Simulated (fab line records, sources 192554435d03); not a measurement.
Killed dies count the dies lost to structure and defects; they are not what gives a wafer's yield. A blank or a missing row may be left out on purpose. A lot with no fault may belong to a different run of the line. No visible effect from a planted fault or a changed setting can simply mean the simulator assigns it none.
fab line records	flow n5-finfet
[record] lots = 5	wafers = 15	last-day = 17
route steps=1938 shown BEOL_M4@1099 BEOL_M5@1112 BEOL_M10@1526 PASSIVATION@1936
lots that met no fault: taken from a fault-free run of the same line
start-h: hours from the record's first day to the start of the lot's first wafer shown	wait-h: hours since the lot's step before	" the same as in the row above	L1.1+2: one row covering several wafers at once	- no value, or no start was given	* or withheld: withheld	< > ~ a bound
route shown NAME@n: a module of which the file shows steps, and the number in the route of the first	usual: mean and standard deviation over wafers with no fault	same: alike in all rows	chamber/n: place in a boat	sites: each site's reading	_std_site: how widely they spread, as a standard deviation	_edge_site: the outer-site mean with the inner-site mean subtracted	radius-mm: for every site, how far away it sits from the centre of the wafer	mask NAME#n: copy n	behind: the last tool/chamber to shape the wafer	hold: reason for holding the lot/hours on hold/outcome of the hold	device: names the non-switching transistor (n, p or np)	end of line: tests run on the same wafers once the route is complete	for a step that has no rows: nothing shown but its recipe	killed: not the wafer's yield, but the dies lost to structure and defects at the first sort	map: the dies of a wafer, with x for killed, . for not killed, _ for no die there
set.NAME: the setting that was run; set.NAME@STEP: the one run at that earlier step	model.NAME: the simulator's own value behind a step, which no gauge read
lots at some steps of the route; a table a step, a row a wafer
services: the hour from which a tool's chamber was out of use, counted from the record's first day as start-h (under 0 if before that day), plus the number of hours and why
[[steps]]
[step N5_BEOL_M4_ANNEAL_95]
[recipe] temp-c = 400	time-s = 240	ambient = vacuum
[step N5_BEOL_M4_SPUTTER_96]
[recipe] material = Cu	target-thk-a = 45	temp-c = -20	chamber-pressure-pa = 0.07	power-w = withheld	time-s = 8.29
[step N5_BEOL_M4_ECD_50]
[recipe] material = Cu	target-thk-a = 3000
[step N5_BEOL_M4_ANNEAL_51]
[recipe] temp-c = 225	time-s = 90	ambient = N2
[step N5_BEOL_M4_CMP_52]
[recipe] stop-on = SiOC	t-overpolish-s = 6.8	down-force-psi = 1	platen-rpm = 50	clearing-platen-down-force-psi = 1.5	clearing-platen-rpm = 50	post-cmp-clean = cu-alkaline	target-thk-nm = 40	clearing-platen-pad-velocity-m-s = 0.99484	pad-velocity-m-s = 0.99484
[step N5_BEOL_M4_PRE_CLEAN_60]
[recipe] gas = NH3/H2	time-s = 15	temp-c = *	rf-power-w = 300
[step N5_BEOL_M4_CO_CAP_55]
[recipe] material = Co	target-thk-a = 20	temp-c = 200	precursor = CCTBA/H2	pressure-torr = 30	time-s = 102.1
[step N5_BEOL_M4_PRE_CLEAN_56]
[recipe] gas = NH3	time-s = 15	temp-c = withheld	rf-power-w = 300
[step N5_BEOL_M4_DEP_57]
[recipe] material = SiCN	target-thk-a = 80	temp-c = withheld	precursor = 3MS/NH3	pressure-torr = 3	rf-w = 202	time-s = 14
[step N5_BEOL_M4_RC_MEAS_101]
[usual] DIBL_N = 36.3/1.7	DIBL_P = 36.3/2.2	IOFF_N = 0.16/0.034	IOFF_P = 0.21/0.038	ION_N = 673/13	ION_P = 461/8.3	SS_N = 71.5/0.55	SS_P = 73.3/0.67	VT_N = 250/3.4	VT_P = -251/3.5
lot.wafer	tool	chamber	start-h	wait-h	DIBL_N[mV/V]	DIBL_P[mV/V]	IOFF_N[nA/um]	IOFF_P[nA/um]	ION_N[uA/um]	ION_P[uA/um]	SS_N[mV/dec]	SS_P[mV/dec]	VT_N[mV]	VT_P[mV]
L598.1	prober-01	0	205.01	0.0	40.0	40.5	0.25	0.30	706	481	72.2	73.9	244	-242
L598.4	"	0	"	"	37.2	36.4	0.17	0.22	658	456	72.2	73.6	251	-249
L598.6	"	0	"	"	37.2	37.0	0.18	0.22	684	467	71.8	73.7	250	-251
L603.2	prober-02	0	216.75	0.2	36.1	37.4	0.17	0.23	674	466	70.9	74.4	250	-247
L603.3	"	0	"	"	35.1	35.7	0.14	0.20	667	459	71.1	73.1	255	-248
L603.4	"	0	"	"	35.8	37.6	0.16	0.24	666	471	71.4	73.7	250	-247
L604.2	prober-02	0	237.93	0.2	35.2	35.9	0.15	0.18	681	463	71.6	73.9	250	-253
L604.3	"	0	"	"	34.9	34.8	0.14	0.18	661	448	72.5	73.5	254	-252
L604.5	"	0	"	"	38.1	38.8	0.20	0.23	662	445	72.3	74.3	249	-251
L605.2	prober-02	0	242.72	0.2	35.8	37.1	0.17	0.23	670	465	71.5	73.5	247	-246
L605.3	"	0	"	"	32.5	32.5	0.11	0.16	657	456	70.8	71.8	254	-252
L605.6	"	0	"	"	38.0	38.3	0.20	0.25	670	457	72.2	73.3	247	-249
L616.3	prober-02	0	297.27	0.3	36.1	36.6	0.15	0.19	679	466	71.0	73.1	251	-254
L616.4	"	0	"	"	38.2	39.3	0.19	0.23	681	462	71.0	73.7	249	-252
L616.5	"	0	"	"	35.2	33.9	0.13	0.16	653	449	71.6	73.1	252	-255
[step N5_BEOL_M5_ILD_DEP_00]
[recipe] material = SiCOH_lowk	target-thk-a = 1406.4	temp-c = 300	precursor = DEMS/porogen	pressure-torr = 5	rf-w = 500	time-s = 25.9
[step N5_BEOL_M5_CURE_79]
[recipe] temp-c = 385	time-s = 240	ambient = He/Ar	material = SiCOH_lowk
[step N5_BEOL_M5_PECVD_70]
[recipe] material = SiO2	target-thk-a = 160	temp-c = 400	precursor = TEOS/O2	pressure-torr = 5.5	rf-w = 450	teos-flow-sccm = 53.8	gas = O2	flow-sccm = 3000	time-s = 18
[step N5_BEOL_M5_HM_DEP_02]
[recipe] material = TiN	target-thk-a = 200	temp-c = 25	chamber-pressure-pa = 0.49996
[step N5_BEOL_M5_COAT_59]
[recipe] resist = SOC	temp-c = 250	time-s = 60	spin-rpm = 1500	resist-thk-nm = 60
[step N5_BEOL_M5_COAT_60]
[recipe] resist = SiARC	temp-c = 220	time-s = 60	spin-rpm = 1500	resist-thk-nm = 12
[step N5_BEOL_M5_COAT_71]
[recipe] resist = underlayer	temp-c = 205	time-s = 60	spin-rpm = 1500	resist-thk-nm = 5
[step N5_BEOL_M5_COAT_05]
[recipe] resist = CAR-EUV	spin-rpm = 1500	resist-thk-nm = 30
[step N5_BEOL_M5_EBR_07]
[recipe] solvent = PGMEA	ebr-width-mm = 1.5
[step N5_BEOL_M5_SOFTBAKE_06]
[recipe] temp-c = 110	time-s = 60	resist = CAR-EUV
[step N5_BEOL_M5_EXPOSE_08]
[recipe] mask-id = M5	na = 0.33	source-shape = annular	sigma-inner = 0.4	sigma-outer = 0.8	polarization = unpolarized	target-cd-nm = 28	dose-mj = 35.75
[step N5_BEOL_M5_PEB_09]
[recipe] peb-temp-c = 100	peb-time-s = 60	resist = CAR-EUV
[step N5_BEOL_M5_DEVELOP_10]
[recipe] develop-time-s = 30	developer = TMAH	resist = CAR-EUV	rinse-liquid = surfactant-rinse	dry = air-spin	dev-temp-c = 23
[step N5_BEOL_M5_DESCUM_16]
[recipe] chemistry = O2	time-s = 7	source-power-w = 50	bias-power-w = 20	pressure-mtorr = 20	rf-frequency-hz = 2.712e+07	temp-c = 40	resist = CAR-EUV	o2-flow-sccm = 225
[step N5_BEOL_M5_ETCH_72]
[recipe] chemistry = N2/H2	target = underlayer	target-depth-a = 65	mask-material = CAR-EUV	time-s = 5.2	ion-energy-ev = 200	pressure-mtorr = 30	source-w = 840	bias-w = 150	n2-flow-sccm = 200	h2-flow-sccm = 200	ends = cleared
[step N5_BEOL_M5_ETCH_61]
[recipe] chemistry = CF4	target = SiARC	target-depth-a = 156	mask-material = CAR-EUV	time-s = 26	ion-energy-ev = 80	pressure-mtorr = 40	source-w = 545	bias-w = 36	Ar_flow_sccm = 100	cf4-flow-sccm = 100	ends = cleared
[step N5_BEOL_M5_ETCH_62]
[recipe] chemistry = N2/H2	target = SOC	target-depth-a = 750	overetch-a = 150	mask-material = SiARC	temp-c = 40	time-s = 112.5	ion-energy-ev = 200	pressure-mtorr = 30	source-w = 840	bias-w = 150	n2-flow-sccm = 200	h2-flow-sccm = 200
[step N5_BEOL_M5_STRIP_63]
[recipe] chemistry = N2/H2	temp-c = 40	n2-flow-sccm = 200	h2-flow-sccm = 200	rf-frequency-hz = 6e+07
[step N5_BEOL_M5_STRIP_73]
[recipe] chemistry = N2/H2	temp-c = 40	n2-flow-sccm = 200	h2-flow-sccm = 200	rf-frequency-hz = 6e+07
[step N5_BEOL_M5_STRIP_64]
[recipe] chemistry = CF4	resist = SiARC	power-w = 300	bias-power-w = 75	pressure-mtorr = 50	cf4-flow-sccm = 150	rf-frequency-hz = 6e+07
[step N5_BEOL_M5_HM_OPEN_17]
[recipe] chemistry = Cl2/BCl3	target-depth-a = 200	overetch-a = 60	target = TiN	mask-material = SOC	ion-energy-ev = 150	pressure-mtorr = 10	icp-w = 1000	bias-w = 126	Cl2_flow_sccm = 53.25	bcl3-flow-sccm = 21.75	Ar_flow_sccm = 25
[step N5_BEOL_M5_STRIP_19]
[recipe] chemistry = O2	power-w = 400	temp-c = 40	pressure-mtorr = 30	rf-frequency-hz = 6e+07	bias-power-w = 0	overash-fraction = 0.2	o2-flow-sccm = 225
[step N5_BEOL_M5_COAT_65]
[recipe] resist = SOC	temp-c = 250	time-s = 60	spin-rpm = 1500	resist-thk-nm = 60
[step N5_BEOL_M5_COAT_66]
[recipe] resist = SiARC	temp-c = 220	time-s = 60	spin-rpm = 1500	resist-thk-nm = 12
[step N5_BEOL_M10_CVD_75]
[recipe] material = Co	target-thk-a = 20	temp-c = withheld	precursor = CCTBA/H2	pressure-torr = 30	time-s = 138.9
[usual] chamber-pressure-Torr = 29.99/0.071	run-length-s = 161.8/0.35
lot.wafer	tool	chamber	start-h	wait-h	chamber-pressure-Torr	run-length-s
L598.1	cvd-co-01	1	255.25	0.1	29.90	161.9
L598.4	"	0	"	"	29.97	162.0
L598.6	"	1	"	"	29.88	161.6
L603.2	cvd-co-01	0	270.53	0.0	-	-
L603.3	"	2	"	"	-	-
L603.4	"	0	"	"	-	-
L605.2	cvd-co-02	1	292.95	0.0	-	-
L605.3	"	0	"	"	-	-
L605.6	"	0	"	"	-	-
L604.2	cvd-co-02	0	294.22	0.1	-	-
L604.3	"	1	"	"	-	-
L604.5	"	0	"	"	-	-
L616.3	cvd-co-02	0	349.24	0.0	29.86	161.7
L616.4	"	1	"	"	29.99	162.3
L616.5	"	2	"	"	29.87	161.4
[step N5_BEOL_M10_CMP_52]
[recipe] stop-on = SiCOH_lowk	t-overpolish-s = 7	down-force-psi = 1	platen-rpm = 50	clearing-platen-down-force-psi = 1.5	clearing-platen-rpm = 50	post-cmp-clean = cu-alkaline	target-thk-nm = 140	clearing-platen-pad-velocity-m-s = 0.99484	pad-velocity-m-s = 0.99484
[usual] barrier-field-endpoint-s = 29.2/0.8	motor-current-A = 5.8/0.71	slurry-filter-dp-kPa = 13.48/0.14	slurry-flow-ml-min = 150.0/0.46
lot.wafer	tool	chamber	start-h	wait-h	barrier-field-endpoint-s	motor-current-A	slurry-filter-dp-kPa	slurry-flow-ml-min
L598.4	cmp-04	2	256.46	0.1	29.5	5.8	13.58	151.1
L598.1	"	0	"	"	30.0	6.1	13.40	149.6
L598.6	"	2	"	"	30.3	5.8	13.40	149.9
L603.2	cmp-03	1	271.24	0.3	26.0	6.5	13.47	149.4
L603.3	"	2	"	"	25.9	5.1	13.53	149.9
L603.4	"	3	"	"	25.8	6.2	13.34	150.2
L605.2	cmp-04	3	294.10	0.2	27.3	6.4	13.49	149.9
L605.3	"	2	"	"	27.5	5.8	13.34	150.9
L605.6	"	0	"	"	27.3	5.7	13.41	150.6
L604.3	cmp-02	1	295.10	0.2	26.8	4.5	13.46	151.1
L604.2	"	3	"	"	25.8	6.2	13.31	149.8
L604.5	"	1	"	"	27.4	4.6	13.46	150.5
L616.3	cmp-02	0	349.99	0.2	29.1	6.0	13.34	149.6
L616.4	"	3	"	"	29.4	6.3	13.31	150.3
L616.5	"	0	"	"	28.9	5.8	13.74	150.2
[step N5_PASSIVATION_PROBE_49]
[usual] defect-limited-yield = 91.4/1.6	killed_at_M0_to_M3 = 34/10	killed_at_M4_up = 12/4.8	killed-at-contacts = 11/6.2	killed-at-front-end = 39/13	killed-at-other = 4/3.1	killed-dies = 101/19	killed-on-rim = 13/4.1	killed-open = 67/14	killed-short = 32/8.3	sort_bin_5_function = 5.0/1	sort_bin_6_memory = 3.2/0.76	sort-n-pass = 1079/19	sort-yield-pct = 91.4/1.6
[same] gross-dies = 1180	killed-at-back-side = 0	sort_bin_4_leakage[%] = 0	sort_bin_8_speed[%] = 0
lot.wafer	tool	chamber	start-h	wait-h	defect-limited-yield[%]	killed_at_M0_to_M3	killed_at_M4_up	killed-at-contacts	killed-at-front-end	killed-at-other	killed-dies	killed-on-rim	killed-open	killed-short	sort_bin_5_function[%]	sort_bin_6_memory[%]	sort-n-pass	sort-yield-pct[%]
L598.1	prober-01	-	297.31	0.0	91.5	43	7	13	33	4	100	16	71	28	4.1	3.9	1080	91.5
L598.4	prober-01	-	297.46	0.2	89.7	58	14	14	36	0	122	15	88	33	6.9	3.1	1058	89.7
L598.6	prober-01	-	297.56	0.3	91.2	39	11	9	41	4	104	13	68	34	5.3	3.1	1076	91.2
L603.2	prober-01	-	319.25	0.1	23.9	22	845	8	18	5	898	84	44	21	63.1	12.7	282	23.9
L603.3	prober-01	-	319.30	0.1	25.1	26	836	7	14	1	884	149	34	20	64.9	9.8	296	25.1
L603.4	prober-01	-	319.35	0.2	24.4	14	856	3	18	1	892	73	38	11	64.6	10.9	288	24.4
L605.2	prober-02	-	344.47	0.1	25.3	17	821	7	35	1	881	77	49	15	61.7	12.5	299	25.3
L605.3	prober-02	-	344.52	0.1	21.0	21	876	3	25	7	932	83	45	24	68.6	10.1	248	21.0
L605.6	prober-02	-	344.67	0.3	23.0	10	862	5	27	5	909	71	37	19	63.6	13.3	271	23.0
L604.2	prober-01	-	347.38	0.1	22.8	31	838	6	34	2	911	83	47	35	63.8	13.0	269	22.8
L604.3	prober-01	-	347.43	0.1	23.6	32	832	9	27	2	902	86	53	35	64.0	12.1	278	23.6
L604.5	prober-01	-	347.53	0.2	24.2	36	803	12	38	5	894	72	51	36	64.3	10.9	286	24.2
L616.3	prober-01	-	402.53	0.1	90.8	45	13	5	38	8	109	14	69	40	4.7	4.2	1071	90.8
L616.4	prober-01	-	402.58	0.2	90.9	42	9	8	45	3	107	18	77	27	5.2	3.6	1073	90.9
L616.5	prober-01	-	402.63	0.2	91.6	39	6	10	42	2	99	16	57	41	5.8	2.4	1081	91.6
// killed by level:class
L598.1 BEOL_M3:geometric-particle:open=15 FIN_SAQP:geometric-particle:open=11 MOL_CONTACT_COAG:geometric-particle:open=10 BEOL_M0_SAQP:geometric-particle:open=8 FIN_SAQP:geometric-particle:short=7 BEOL_M0_SAQP:geometric-particle:short=7 STARTING-WAFER:geometric-particle:open=6 BEOL_M2:geometric-particle:open=4
L598.4 BEOL_M3:geometric-particle:open=22 FIN_SAQP:geometric-particle:open=12 BEOL_M0_SAQP:geometric-particle:open=11 MOL_CONTACT_COAG:geometric-particle:open=10 BEOL_M2:geometric-particle:open=8 BEOL_M0_SAQP:geometric-particle:short=7 BEOL_M4:geometric-particle:open=6 STI_FIN_REVEAL:geometric-particle:open=6
L598.6 BEOL_M2:geometric-particle:open=9 BEOL_M3:geometric-particle:open=9 STI_FIN_REVEAL:geometric-particle:open=8 BEOL_M0_SAQP:geometric-particle:short=7 STARTING-WAFER:geometric-particle:open=7 FIN_SAQP:geometric-particle:short=6 FIN_SAQP:geometric-particle:open=6 DUMMY_GATE:geometric-particle:open=5
L603.2 BEOL_M10:area-cvd=485 BEOL_M10:interface-void-opened=347 BEOL_M0_SAQP:geometric-particle:open=8 MOL_CONTACT_COAG:geometric-particle:open=7 BEOL_M4:geometric-particle:open=7 FIN_SAQP:geometric-particle:open=6 BEOL_M0_SAQP:geometric-particle:short=6 GATE_CUT:geometric-particle:short=4
L603.3 BEOL_M10:area-cvd=483 BEOL_M10:interface-void-opened=345 BEOL_M0_SAQP:geometric-particle:short=10 MOL_CONTACT_COAG:geometric-particle:open=7 BEOL_M0_SAQP:geometric-particle:open=6 BEOL_M2:geometric-particle:open=5 BEOL_M7:geometric-particle:open=3 STI_FIN_REVEAL:geometric-particle:open=2
L603.4 BEOL_M10:area-cvd=496 BEOL_M10:interface-void-opened=345 BEOL_M4:geometric-particle:open=7 BEOL_M0_SAQP:geometric-particle:open=5 STARTING-WAFER:geometric-particle:open=5 BEOL_M2:geometric-particle:open=4 FIN_SAQP:geometric-particle:open=3 MOL_CONTACT_COAG:geometric-particle:open=3
L605.2 BEOL_M10:area-cvd=462 BEOL_M10:interface-void-opened=353 STI_FIN_REVEAL:geometric-particle:open=11 FIN_SAQP:geometric-particle:open=9 BEOL_M1:geometric-particle:open=7 BEOL_M2:geometric-particle:open=5 FIN_SAQP:geometric-particle:short=4 MOL_CONTACT_COAG:geometric-particle:open=4
L605.3 BEOL_M10:area-cvd=522 BEOL_M10:interface-void-opened=341 STI_FIN_REVEAL:geometric-particle:open=7 BEOL_M0_SAQP:geometric-particle:open=5 BEOL_M4:geometric-particle:open=5 BEOL_M1:geometric-particle:open=4 BEOL_M3:geometric-particle:open=4 FIN_SAQP:geometric-particle:short=3
L605.6 BEOL_M10:area-cvd=501 BEOL_M10:interface-void-opened=348 GATE_CUT:geometric-particle:short=6 STI_FIN_REVEAL:geometric-particle:open=5 BEOL_M4:geometric-particle:open=5 MOL_CONTACT_COAG:geometric-particle:open=4 BEOL_M1:geometric-particle:open=4 STARTING-WAFER:geometric-particle:open=4
L604.2 BEOL_M10:area-cvd=483 BEOL_M10:interface-void-opened=345 BEOL_M0_SAQP:geometric-particle:open=13 BEOL_M0_SAQP:geometric-particle:short=7 STARTING-WAFER:geometric-particle:short=6 BEOL_M4:geometric-particle:open=5 GATE_CUT:geometric-particle:short=5 BEOL_M1:geometric-particle:short=4
L604.3 BEOL_M10:area-cvd=470 BEOL_M10:interface-void-opened=343 BEOL_M0_SAQP:geometric-particle:short=8 BEOL_M0_SAQP:geometric-particle:open=7 MOL_CONTACT_COAG:geometric-particle:open=6 BEOL_M3:geometric-particle:open=6 BEOL_M4:geometric-particle:open=6 FIN_SAQP:geometric-particle:short=5
L604.5 BEOL_M10:area-cvd=469 BEOL_M10:interface-void-opened=332 FIN_SAQP:geometric-particle:short=8 FIN_SAQP:geometric-particle:open=7 MOL_CONTACT_COAG:geometric-particle:open=7 BEOL_M0_SAQP:geometric-particle:open=7 BEOL_M3:geometric-particle:open=6 BEOL_M0_SAQP:geometric-particle:short=6
L616.3 BEOL_M1:geometric-particle:open=15 STI_FIN_REVEAL:geometric-particle:open=10 BEOL_M0_SAQP:geometric-particle:short=9 FIN_SAQP:geometric-particle:open=6 BEOL_M0_SAQP:geometric-particle:open=6 FIN_SAQP:geometric-particle:short=5 BEOL_M2:geometric-particle:open=5 BEOL_M4:geometric-particle:open=5
L616.4 STI_FIN_REVEAL:geometric-particle:open=22 BEOL_M1:geometric-particle:open=15 BEOL_M3:geometric-particle:open=8 BEOL_M0_SAQP:geometric-particle:short=7 STARTING-WAFER:geometric-particle:short=6 MOL_CONTACT_COAG:geometric-particle:open=6 BEOL_M0_SAQP:geometric-particle:open=5 BEOL_M4:geometric-particle:open=5
L616.5 BEOL_M0_SAQP:geometric-particle:short=11 MOL_CONTACT_COAG:geometric-particle:open=9 BEOL_M1:geometric-particle:open=9 FIN_SAQP:geometric-particle:short=6 STI_FIN_REVEAL:geometric-particle:open=6 FIN_SAQP:geometric-particle:open=5 STI_FIN_REVEAL:geometric-particle:short=4 DUMMY_GATE:geometric-particle:open=4
// map L603.2 (x killed, . not)
_________________x.xx.xxxxx.x________________
______________..xxx.xxxxxxxxxx.._____________
___________.xx..x.xx.x.x.xxxxx.xxx.__________
__________...xx...xxxxxxxx..xx...x.._________
________.xxxxxxxxxxxx.xxxxxx.xxxx.x..x_______
_______x...xxxxxxxxxxx.xxxxx.xxxx..x.x.______
______...x.xxx.x.xx.xxxxxxxxxxxxx.xxxx.._____
_____xxx.x.xxxxx..xxxxxxxxxxxxxxxxxx...xx____
____x.x.xx.xxxxxxxxxxxxxxxxxxxx...xxxx.xx.___
___xx.....xxxxxxxxxxxxxxxxxxxxxxxxx.x...x..__
___xx.x.xx.xxxxxxxxxxxxxxxxxxxxxxxxx.xx.x..__
__...xx.xxxxxxxxx.xxxxxxxxxxxxxxxxxx.xx..xx._
__xxx.xxxxxxxxxxx.xxxxxxxxxxxxxx.xxxxx..xxx._
_xxxx.xxxxxxxx.xxxxxxxxxxxxxxx.xxxx.xx.x.x.xx
_....x.xx..xxxxxx.xxxxxxxxxxxxxxxxxxxxxxxxx..
_xxx.xxxxxx.xxxxxxxxxxxxxxxxxxxxxxxxxxxxxxxx.
_x..x.x.x.xxxxxxxxxxxxxxxxxxxxxxxxxxxxxx.x.x.
_.x.xxxxxx.xxx.xxxxxx.xxxxxxxxxxxx.xx..xxxxxx
_...xxxxx.x.xxxxxxxxxxxxxxxxxxxxxxxxxxxx..x..
_xx.xxxxxxxxxxxxxxxxxxxxxxxxxxxxxxxxx.xx.xxx.
_...xx.x.xxxxxx.xxxxxxxxxxxxxxxxxxxxxx.xxx.x.
__....xxx..xxxxxxxxxxxxxxxxxxxxxxxxxxx.x.x.x_
__.xx...xxxxxxxxxxxxxxx.xx.xxxxx.xxx.x.xx.xx_
___x.xx.xxx..xx.xxxxxxxxxxxxxx.xxx.x.x..xx.__
___.xx.xxxxx.xx.xxxxx.xxxxxxxxxx.xxxxx.x...__
____xx.x.xx.xxx.xxxxxxxxxxxxxxxx.xxxx..xxx___
_____.x...xx.xxxx.xxx..xx.xxxxxxx..xxx.x.____
______x.x..x.xxxx.xxx.xxxx..xxxx.xx.xxxx_____
_______xx..x..x..xxxxxxxxxxx.x.x.xx.x.x______
________xx.xx.xxxx.xxxxxxxxxx..xx...xx_______
__________.x...x.xxxxx..xxx.xxx..xx._________
___________xx.xx.x.xxxx.xxxx.x.xxx.__________
______________.xxxx.xx...xx...xx_____________
_________________..x.x..xxx.x________________
// map L604.2 (x killed, . not)
_________________......x.xx.x________________
______________x.x..x....xx..xx.x_____________
___________.xxxx...xxx..xx..xxx.x..__________
__________x.x.xx..x..x...xx.xxxxxxx._________
________xxx.x.xxxxxx.xx..xx.xx....xxx._______
_______xxx...xx.xx.xxx.xxxxxxxxxxxx.xx.______
______....xxxxxxxxxxxx.xxx.xx.xxx...x..x_____
_____.....x..xxxxxx.x.xx.x.xxx.x.x.xxxx.x____
____x.xxxx..xxxxxxxx.xx.xxxx.x.xxx....xxxx___
___..x.xx.x.xxxxxxxxxxxxxxxxx.xxxxxxxx.x..x__
___...x.x.x.xxxxxxx.xx.xxxxxxxxxxxx.x.xxxxx__
__.x..xxxxx..xxxxxxxxxxxxxxxxxxxxxxxxxxx.x.._
__.x...x.xx.xxxxxxxxxxxxxxxxxxxxxxxxxx...x.._
_......xxxx.xxxxxxxxxxxxxxxxxxxxx.xxxxx.xxxx.
_xxxxxxx..x.xxxxxxxxxxxxxxxxxxxxxxxxxxxx.xx.x
_x.x.xxxxx.xxxxxxxxxxxxxxxxxxxxxxxxxx.x.xxxxx
_xxxxxxxxxxxxxxxxxxxxxxxxxxxxxxxxxxxxxxxxxx.x
_....xxxxxxxxxxxxxxxxxxxxxxxxxxxxxxxxxx.x..x.
_..x...xxxxxxxxxxxxxxxxxxxxxxxxxxxx.xxxxx.x..
_x..xxxxxx.xxx.xxxxxxxxxxxxxxxxxxxxx.xxxxx.x.
_.xxx.xxxxxxxxxxxxxxxxxxxxxxxxxxxx.xxx.xx..x.
__x...x.xxxxxxxxxxxxxxxxxxxxxxxxxxxxx.xxx..._
__..x.xxxxx.xxxxxxxxxxxxxxxxxxxxxxxxxx..x..x_
___xxx.xxxxxxxxxxxxxxxxxxxxxxxxx.xxxxx.xx.x__
___...xxx..xxxxxxxxxxxxxxxxxxxxxxxxxx..x..x__
____x.xx.xxxxxxxxxxxxxxxxxxxxxxxxxx..xxxxx___
_____..x..xxxxxxxxxxxxxxxxxxxxxxxxxxxx..x____
______..x..xxxx.xxxxxxxxxxxxxxxxxxx.xxxx_____
_______.xxx.x.xxxxxxxxxxxxxxxxx.xxx..xx______
________x.xxxxx.x.xx..xxxxxxxxxxxxx..x_______
__________.xxx.xxxx.x..xx.xxxxx.xxxx_________
___________x.x...xxxxx....xx...x..x__________
______________xxxxxxxx..xxxxxxxx_____________
_________________xx..xxxxxxxx________________
[[services]]
tool	chamber	start-h	hours	kind
cmp-03	-	255.25	4.0	pm
cmp-03	-	259.25	-	consumable-replace:conditioner
cmp-03	-	259.25	-	consumable-replace:pad
cmp-03	-	298.47	1.4	repair
cmp-03	-	303.81	0.5	repair
cmp-02	-	313.67	1.0	repair
cvd-co-01	1	333.33	-	clean
cvd-co-01	1	333.33	22.0	scheduled-down
cvd-co-01	1	333.33	22.0	vent-cycle
cvd-co-01	-	348.59	14.6	pm
[[key]]
[first-sign] step = N5_BEOL_M10_CVD_75	reading = tool-record	direction = missing
[effect] step = N5_BEOL_M10_CMP_52	reading = barrier-field-endpoint-s	direction = down	sigmas = 3.2	usual = 29.2	struck = 26.6
[effect] step = N5_PASSIVATION_PROBE_49	reading = killed_at_M4_up	direction = up	sigmas = 99+	usual = 12	struck = 841
[more-kills-born-at] N5_BEOL_M10_CVD_75@cvd-co-02 = 2907	N5_BEOL_M10_CVD_75@cvd-co-01 = 1464
met-at N5_BEOL_M10_CVD_75
struck-wafers L603.2,L603.3,L603.4,L604.2,L604.3,L604.5,L605.2,L605.3,L605.6
later-rows-left-out L603.2,L603.3,L603.4,L604.2,L604.3,L604.5,L605.2,L605.3,L605.6
onset-between 255.25 270.53
[fault] kind = skipped-step-whole	tool = cvd-co-01,cvd-co-02	chamber = -	onset-h = 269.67	steps = N5_BEOL_M10_CVD_75	scope = struck-lots-only
// later-rows-left-out: the simulator's readings of these wafers behind a module that went badly wrong aren't trusted and aren't shown, but for the sort
